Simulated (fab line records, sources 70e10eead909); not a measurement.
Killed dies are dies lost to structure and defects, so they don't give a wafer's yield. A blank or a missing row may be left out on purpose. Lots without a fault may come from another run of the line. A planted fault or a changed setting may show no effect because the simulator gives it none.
fab line records | flow nand_harc
record lots=7 wafers=21 last_day=24
route steps=1159 shown A_ONON_D1@424
lots that met no fault: from a run of the same line without faults
start_h: hours from the record's first day to the start of the lot's first wafer shown | wait_h: hours since the lot's step before | " the same as in the row above | L1.1+2: a row that stands for several wafers | - no value, or no start given | * or withheld: withheld | < > ~ a bound
route shown NAME@n: a module of which the file shows steps, and the number in the route of the first | usual: mean/standard deviation of fault-free wafers | same: alike in all rows | chamber/n: place in a boat | sites: the reading at each site | _std_site: their standard deviation | _edge_site: outer sites' mean less inner sites' | radius_mm: how far each site lies from the wafer's centre | mask NAME#n: copy n | behind: the tool/chamber that last shaped the wafer | hold: why the lot was held/for how many hours/how that ended | device: the transistor (n, p or np) that didn't switch | end of line: the same wafers' tests at the end of the route | a step without rows: its recipe alone | killed: dies lost to structure and defects at the first sort, not the wafer's yield | map: a wafer's dies, x killed, . not, _ none there
set.NAME: the setting as run; set.NAME@STEP: as run at that earlier step | model.NAME: the simulator's own value behind a step, which no gauge read
lots at some steps of the route; a table a step, a row a wafer
services: from which hour (start_h, from the record's first day; less than 0 if before it) a tool's chamber was out of use, for how many hours, and why
## steps
# step NHARC_A_ONON_D1_DEP_00
# recipe target_thk_a=10000 n2_flow_sccm=2750 n2o_flow_sccm=2000 nh3_flow_sccm=500 sih4_flow_sccm=210 temp_c=400
# step NHARC_A_ONON_D1_THK_MEAS_02
# recipe thk_meas_gauge=ellipsometry
# usual thk_nm=1001/10
# columns lot.wafer tool chamber start_h wait_h thk_nm
L813.2 film_metro-01 - 144.75 - 1000
L813.4 " - " " 1001
L813.6 " - " " 1000
L818.1 film_metro-01 - 189.27 - 1000
L818.2 " - " " 1000
L818.5 " - " " 999
L826.2 film_metro-02 - 230.23 - 1008
L826.3 " - " " 1008
L826.4 " - " " 1007
L827.3 film_metro-02 - 241.07 - 996
L827.5 " - " " 996
L827.6 " - " " 996
L831.1 film_metro-01 - 263.40 - 1018
L831.2 " - " " 1018
L831.3 " - " " 1014
L830.1 film_metro-02 - 263.41 - 1013
L830.3 " - " " 1011
L830.6 " - " " 1009
L835.2 film_metro-01 - 289.51 - 1003
L835.3 " - " " 1004
L835.5 " - " " 1004
# step NHARC_A_ONON_D1_DEP_03
# recipe target_thk_a=10000 n2_flow_sccm=2750 n2o_flow_sccm=2000 nh3_flow_sccm=500 sih4_flow_sccm=210 temp_c=400
# step NHARC_A_ONON_D1_THK_MEAS_05
# recipe thk_meas_gauge=ellipsometry
# usual thk_nm=999/10
# columns lot.wafer tool chamber start_h wait_h thk_nm
L813.2 film_metro-01 - 145.31 - 989
L813.4 " - " " 991
L813.6 " - " " 991
L818.1 film_metro-02 - 189.95 - 1003
L818.2 " - " " 1005
L818.5 " - " " 1004
L826.2 film_metro-02 - 231.11 - 992
L826.3 " - " " 990
L826.4 " - " " 993
L827.3 film_metro-02 - 241.78 - 1013
L827.5 " - " " 1011
L827.6 " - " " 1012
L831.1 film_metro-02 - 263.96 - 1017
L831.2 " - " " 1016
L831.3 " - " " 1014
L830.1 film_metro-02 - 263.98 - 998
L830.3 " - " " 998
L830.6 " - " " 1002
L835.2 film_metro-02 - 290.07 - 990
L835.3 " - " " 990
L835.5 " - " " 990
# step NHARC_A_ONON_D1_DEP_06
# recipe target_thk_a=10000 n2_flow_sccm=2750 n2o_flow_sccm=2000 nh3_flow_sccm=500 sih4_flow_sccm=210 temp_c=400
# step NHARC_A_ONON_D1_THK_MEAS_08
# recipe thk_meas_gauge=ellipsometry
# usual thk_nm=998/10
# columns lot.wafer tool chamber start_h wait_h thk_nm
L813.2 film_metro-02 - 145.88 - 997
L813.4 " - " " 997
L813.6 " - " " 997
L818.1 film_metro-01 - 190.52 - 1006
L818.2 " - " " 1004
L818.5 " - " " 1006
L826.2 film_metro-01 - 231.81 - 1003
L826.3 " - " " 1001
L826.4 " - " " 1002
L827.3 film_metro-01 - 242.48 - 989
L827.5 " - " " 987
L827.6 " - " " 986
L831.1 film_metro-02 - 264.53 - 998
L831.2 " - " " 997
L831.3 " - " " 997
L830.1 film_metro-01 - 264.54 - 999
L830.3 " - " " 999
L830.6 " - " " 998
L835.2 film_metro-02 - 290.64 - 1024
L835.3 " - " " 1026
L835.5 " - " " 1023
# step NHARC_A_ONON_D1_DEP_09
# recipe target_thk_a=10000 n2_flow_sccm=2750 n2o_flow_sccm=2000 nh3_flow_sccm=500 sih4_flow_sccm=210 temp_c=400
# step NHARC_A_ONON_D1_THK_MEAS_11
# recipe thk_meas_gauge=ellipsometry
# usual thk_nm=1002/7
# columns lot.wafer tool chamber start_h wait_h thk_nm
L813.2 film_metro-02 - 146.44 - 994
L813.4 " - " " 994
L813.6 " - " " 993
L818.1 film_metro-01 - 191.09 - 1007
L818.2 " - " " 1007
L818.5 " - " " 1008
L826.2 film_metro-01 - 232.39 - 1011
L826.3 " - " " 1013
L826.4 " - " " 1014
L827.3 film_metro-02 - 243.18 - 1003
L827.5 " - " " 1004
L827.6 " - " " 1001
L831.1 film_metro-01 - 265.10 - 1006
L831.2 " - " " 1003
L831.3 " - " " 1004
L830.1 film_metro-02 - 265.11 - 1000
L830.3 " - " " 998
L830.6 " - " " 1000
L835.2 film_metro-01 - 291.20 - 994
L835.3 " - " " 992
L835.5 " - " " 994
# step NHARC_A_ONON_D1_DEP_12
# recipe target_thk_a=10000 n2_flow_sccm=2750 n2o_flow_sccm=2000 nh3_flow_sccm=500 sih4_flow_sccm=210 temp_c=400
# step NHARC_A_ONON_D1_THK_MEAS_14
# recipe thk_meas_gauge=ellipsometry
# usual thk_nm=999/8.2
# columns lot.wafer tool chamber start_h wait_h thk_nm
L813.2 film_metro-01 - 147.00 - 1010
L813.4 " - " " 1009
L813.6 " - " " 1009
L818.1 film_metro-01 - 191.65 - 996
L818.2 " - " " 992
L818.5 " - " " 993
L826.2 film_metro-01 - 232.96 - 989
L826.3 " - " " 988
L826.4 " - " " 990
L827.3 film_metro-02 - 243.75 - 989
L827.5 " - " " 990
L827.6 " - " " 989
L831.1 film_metro-01 - 265.67 - 990
L831.2 " - " " 989
L831.3 " - " " 988
L830.1 film_metro-02 - 265.67 - 987
L830.3 " - " " 986
L830.6 " - " " 988
L835.2 film_metro-02 - 291.77 - 1000
L835.3 " - " " 995
L835.5 " - " " 998
# step NHARC_A_ONON_D1_ANNEAL_15
# recipe temp_c=750 time_s=3600
# step NHARC_A_ONON_D1_DEP_16
# recipe target_thk_a=10000 n2_flow_sccm=2750 n2o_flow_sccm=2000 nh3_flow_sccm=500 sih4_flow_sccm=210 temp_c=400
# columns lot.wafer tool chamber start_h wait_h
L813.2+4+6 pecvd_onon-01 0 153.64 0.1
L818.1+2+5 pecvd_onon-02 0 200.39 0.1
L826.2+3+4 pecvd_onon-01 0 239.52 0.1
L827.3+5+6 pecvd_onon-01 0 250.47 0.2
L831.1+2+3 pecvd_onon-04 0 273.15 0.1
L830.1+3+6 pecvd_onon-01 0 273.50 0.4
L835.2+3+5 pecvd_onon-04 0 298.75 0.5
# step NHARC_A_ONON_D1_THK_MEAS_18
# recipe thk_meas_gauge=ellipsometry
# usual thk_nm=998/6.8
# columns lot.wafer tool chamber start_h wait_h thk_nm
L813.2 film_metro-01 - 154.09 - 1005
L813.4 " - " " 1004
L813.6 " - " " 1004
L818.1 film_metro-02 - 200.91 - 994
L818.2 " - " " 994
L818.5 " - " " 993
L826.2 film_metro-01 - 239.98 - 1038
L826.3 " - " " 1039
L826.4 " - " " 1038
L827.3 film_metro-02 - 250.86 - 1043
L827.5 " - " " 1043
L827.6 " - " " 1043
L831.1 film_metro-02 - 273.66 - 1003
L831.2 " - " " 1004
L831.3 " - " " 1002
L830.1 film_metro-01 - 274.01 - 1047
L830.3 " - " " 1048
L830.6 " - " " 1047
L835.2 film_metro-02 - 299.20 - 998
L835.3 " - " " 1002
L835.5 " - " " 1000
# step NHARC_A_ONON_D1_DEP_19
# recipe target_thk_a=10000 n2_flow_sccm=2750 n2o_flow_sccm=2000 nh3_flow_sccm=500 sih4_flow_sccm=210 temp_c=400
## services
# columns tool chamber start_h hours kind
pecvd_onon-04 - 131.41 6.8 repair
pecvd_onon-02 - 136.54 0.6 repair
pecvd_onon-01 - 195.28 13.0 pm
pecvd_onon-04 - 237.00 13.0 pm
pecvd_onon-02 - 292.00 13.0 pm
## key
first_sign step=NHARC_A_ONON_D1_THK_MEAS_18 reading=thk_nm direction=up sigmas=6.5 usual=998 struck=1043
effect none on later readings
met_at NHARC_A_ONON_D1_DEP_16
struck_wafers L826.2,L826.3,L826.4,L827.3,L827.5,L827.6,L830.1,L830.3,L830.6
later_rows_left_out L826.2,L826.3,L826.4,L827.3,L827.5,L827.6,L830.1,L830.3,L830.6
sort_left_out L826.2,L826.3,L826.4,L827.3,L827.5,L827.6,L830.1,L830.3,L830.6
tester_left_out L826,L827,L830
onset_between 153.64 239.52
fault kind=process_parameter_drift tool=pecvd_onon-01 chamber=- onset_h=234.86 steps=NHARC_A_ONON_D1_DEP_16 channel=target_thk_a offset=* shape=step end_h=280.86 acts_in=* stated=*
# tester_left_out: of these lots the tester's yield and bins aren't shown, on N5 and GAA mostly nor the transistor test; their killed dies are dies lost to structure and defects alone, not to doping, threshold or leakage, so they don't give the yield
# sort_left_out: the simulated sort isn't trusted on such a fault, so these wafers' sort isn't shown, and their yield isn't known
# later_rows_left_out: the simulator's readings of these wafers behind a module that went badly wrong aren't trusted and aren't shown, but for the sort
